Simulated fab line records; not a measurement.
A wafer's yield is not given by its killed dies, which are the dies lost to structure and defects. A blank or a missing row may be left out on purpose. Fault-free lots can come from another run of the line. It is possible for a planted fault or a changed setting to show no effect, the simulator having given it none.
Chamber matching ; flow n5Finfet ; rieDiel-02 running N5_FIN_SAQP_HM_OPEN_73: 4 sister chambers
The step chemistry CHF3/O2, target SiO2, stops on a-Si, target depth 12 nm, time 16.8 s. 8 wafers are shown with their chamber, then 7 later ones without.

## EACH WAFER AND ITS CHAMBER
wafer;chamber;drypumpMotorCurrentA (A);throttleValvePct (%)
L075.5;3;6.4;18.44
L079.3;3;6.3;18.44
L082.4;1;5.5;19.05
L082.6;0;6.1;18.59
L087.3;2;5.2;18.89
L087.4;0;6.1;18.63
L087.5;2;5.2;18.89
L089.1;1;5.5;19.09

## WAFERS WITHOUT THEIR CHAMBER
wafer;drypumpMotorCurrentA (A);throttleValvePct (%)
L089.3;6.4;18.49
L089.4;5.2;18.89
L092.1;5.5;19.12
L092.3;6.3;18.50
L092.6;6.4;18.50
L096.1;6.4;18.50
L096.4;5.5;19.12

## THE CHAMBER EACH PASSED THROUGH
wafer;from the rows above;in truth
L089.3;3;3
L089.4;2;2
L092.1;1;1
L092.3;3;3
L092.6;3;3
L096.1;3;3
L096.4;1;1
Correctly placed: 7 of 7. Can't be placed from these rows: 0. Number placed wrongly: 0.
How it was worked out, from the rows above alone: a wafer's distance from a chamber is the root of the sum, over the readings, of the square of ((its reading less the chamber's mean) divided by the reading's scatter). If the next closest chamber is less than 2 further off than the closest, the wafer can't be placed; otherwise it belongs to the closest. A chamber's mean is the mean of its shown wafers. The scatter is the square root of a quotient: the sum, over the shown wafers, of each reading's squared deviation from its chamber's mean, divided by wafers minus chambers.
